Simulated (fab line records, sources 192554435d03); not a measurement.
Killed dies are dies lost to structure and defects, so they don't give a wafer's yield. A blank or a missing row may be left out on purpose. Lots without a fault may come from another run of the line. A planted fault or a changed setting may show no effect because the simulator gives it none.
Chamber matching | flow n5_finfet | N5_GATE_CUT_CMP_61 on cmp-04: 4 sister chambers
The step polishes, stops on SiNx, t overpolish 3 s. 4 wafers are shown with their chamber, then 9 later ones without.

WAFERS WITH THEIR CHAMBER
wafer  | chamber | motor_current_A (A)
L084.3 | 0       | 10.6
L093.1 | 2       | 12.5
L093.3 | 1       | 11.8
L093.4 | 3       | 11.2

WAFERS WITHOUT THEIR CHAMBER
wafer  | motor_current_A (A)
L095.1 | 12.0
L095.2 | 11.1
L095.3 | 11.1
L095.4 | 12.8
L095.5 | 12.8
L095.6 | 11.2
L097.2 | 11.0
L097.4 | 11.8
L097.5 | 11.0

WHICH CHAMBER EACH WENT THROUGH
wafer  | from the rows above     | in truth
L095.1 | can't be placed: 1 or 2 | 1
L095.2 | 3                       | 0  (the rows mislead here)
L095.3 | 3                       | 3
L095.4 | 2                       | 2
L095.5 | 2                       | 2
L095.6 | 3                       | 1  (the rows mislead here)
L097.2 | can't be placed: 3 or 0 | 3
L097.4 | 1                       | 1
L097.5 | can't be placed: 3 or 0 | 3
Placed correctly: 4 of 9. Can't be placed from these rows: 3 (the true chamber is among the candidates in 3). Placed wrongly: 2.
How it was worked out, from the rows above alone: a wafer's distance from a chamber is the root of the sum, over the readings, of the square of ((its reading less the chamber's mean) divided by the reading's scatter). The wafer belongs to the nearest chamber; if the next one is less than 2 further off, it can't be placed. A chamber's mean is the mean of its shown wafers. The scatter: with one shown wafer a chamber, the root of the mean of the squares of how far each hidden wafer lies from its nearest shown one.
